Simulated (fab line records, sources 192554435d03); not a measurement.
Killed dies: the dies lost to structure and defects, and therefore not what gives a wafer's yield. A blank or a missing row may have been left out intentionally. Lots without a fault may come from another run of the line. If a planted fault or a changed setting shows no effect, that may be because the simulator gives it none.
Comparing a struck lot with a sound one	flow n5-finfet	37 steps out of a route of 1938
Sound: these wafers, L600.1, L600.2, L600.5. Wafers struck: L615.2, L615.3, L615.5. At the end, the cause is stated.
At each step with rows: each side's tool, then ch and its chambers, then its first start. Under that, the readings that differ: sound wafers	struck wafers	difference of the means	sigmas: that difference in standard deviations of wafers without a fault.
alike: readings with means less than 2 such deviations apart, plus words and numbers identical on both sides. not compared: withheld readings, readings lacking a value on some wafer, bounds such as >300 that could conceal the same value, and numbers that have no deviation in the record and whose values overlap.
The two part at a step that has a row with sigmas, a row that says differs or no value, or rows on one side only. When numbers do not overlap yet have no deviation, they are printed without sigmas and do not part them. A reading missing from all wafers of one side parts the sides only when that side holds two or more wafers.

first, 9 steps without rows for these wafers: N5_BEOL_M4_ANNEAL_95 (time 240 s); N5_BEOL_M4_SPUTTER_96 (material Cu, target thk 4.5 nm, time 8.29 s); N5_BEOL_M4_ECD_50 (material Cu, target thk 300 nm); N5_BEOL_M4_ANNEAL_51 (time 90 s); N5_BEOL_M4_CMP_52 (polishes, stops on SiOC, t overpolish 6.8 s, target thk 40 nm); N5_BEOL_M4_PRE_CLEAN_60 (time 15 s); N5_BEOL_M4_CO_CAP_55 (material Co, precursor CCTBA/H2, target thk 2 nm, time 102.1 s); N5_BEOL_M4_PRE_CLEAN_56 (time 15 s); N5_BEOL_M4_DEP_57 (deposits SiCN from 3MS/NH3, target thk 8 nm, time 14 s).
N5_BEOL_M4_RC_MEAS_101:
  sound on prober-02 ch 0, day 8 12:15; struck on prober-02 ch 0, day 12 06:08
reading	sound	struck	difference	sigmas
ION_N (uA/um)	657 655 652	683 685 679	+28	+3
  alike: DIBL_N, DIBL_P, IOFF_N, IOFF_P, ION_P, SS_N, SS_P, VT_N, VT_P
then, 24 steps without rows for these wafers: N5_BEOL_M5_ILD_DEP_00 (deposits SiCOH lowk from DEMS/porogen, target thk 140.64 nm, time 25.9 s); N5_BEOL_M5_CURE_79 (cures SiCOH lowk, time 240 s); N5_BEOL_M5_PECVD_70 (deposits SiO2 from TEOS/O2, target thk 16 nm, time 18 s); N5_BEOL_M5_HM_DEP_02 (deposits TiN, target thk 20 nm); N5_BEOL_M5_COAT_59 (time 60 s, resist thk 60 nm); N5_BEOL_M5_COAT_60 (time 60 s, resist thk 12 nm); N5_BEOL_M5_COAT_71 (time 60 s, resist thk 5 nm); N5_BEOL_M5_COAT_05 (resist thk 30 nm); N5_BEOL_M5_EBR_07; N5_BEOL_M5_SOFTBAKE_06 (time 60 s); N5_BEOL_M5_EXPOSE_08 (exposes mask M5, target cd 28 nm); N5_BEOL_M5_PEB_09 (peb time 60 s); N5_BEOL_M5_DEVELOP_10 (develop time 30 s); N5_BEOL_M5_DESCUM_16 (chemistry O2, time 7 s); N5_BEOL_M5_ETCH_72 (etches underlayer in N2/H2, target depth 6.5 nm, time 5.2 s); N5_BEOL_M5_ETCH_61 (etches SiARC in CF4, target depth 15.6 nm, time 26 s); N5_BEOL_M5_ETCH_62 (etches SOC in N2/H2, target depth 75 nm, overetch 15 nm, time 112.5 s); N5_BEOL_M5_STRIP_63 (strips in N2/H2); N5_BEOL_M5_STRIP_73 (strips in N2/H2); N5_BEOL_M5_STRIP_64 (strips in CF4); N5_BEOL_M5_HM_OPEN_17 (chemistry Cl2/BCl3, target TiN, target depth 20 nm, overetch 6 nm); N5_BEOL_M5_STRIP_19 (strips in O2); N5_BEOL_M5_COAT_65 (time 60 s, resist thk 60 nm); N5_BEOL_M5_COAT_66 (time 60 s, resist thk 12 nm).
-- here the record skips 3 days between the struck wafers' starts before and after, leaving off in module BEOL_M5 and picking up in module BEOL_M12 (first step shown: number 1636 of the route) --
N5_BEOL_M12_ETCH_67: etches SiARC in CF4, target depth 143 nm, time 238.3 s.
  sound on rie-diel-04 ch 0,1, day 11 11:08; struck on rie-diel-06 ch 0,1,2, day 14 21:06
  no value came back on the struck wafers for any of 9 readings (bias-w (W), cf4-flow-sccm (sccm) and others); on the sound wafers bias-w (W) reads 35.95 35.89 35.95
reading	sound	struck	difference	sigmas
model.coat_of_BEOL_M12_COAT_22.thk-nm (nm)	210.4 210.6 210.2	283.6 284 283.2	+73.2	
  not compared: rf-hours-counter-h
N5_BEOL_M12_OCD_MEAS_35:
  sound on ocd-01, day 11 11:37; struck on ocd-01, day 14 21:35
reading	sound	struck	difference	sigmas
trench-depth-nm (nm)	315 321 321	- - -	no value on the struck wafers	
N5_PASSIVATION_PROBE_49:
  record: rows for the struck wafers here (prober-01, day 16 09:09), none for the sound ones

WHERE THEY PART
At N5_BEOL_M4_RC_MEAS_101 first; at N5_PASSIVATION_PROBE_49 last (within this record only).

WHY: what the simulator had put in
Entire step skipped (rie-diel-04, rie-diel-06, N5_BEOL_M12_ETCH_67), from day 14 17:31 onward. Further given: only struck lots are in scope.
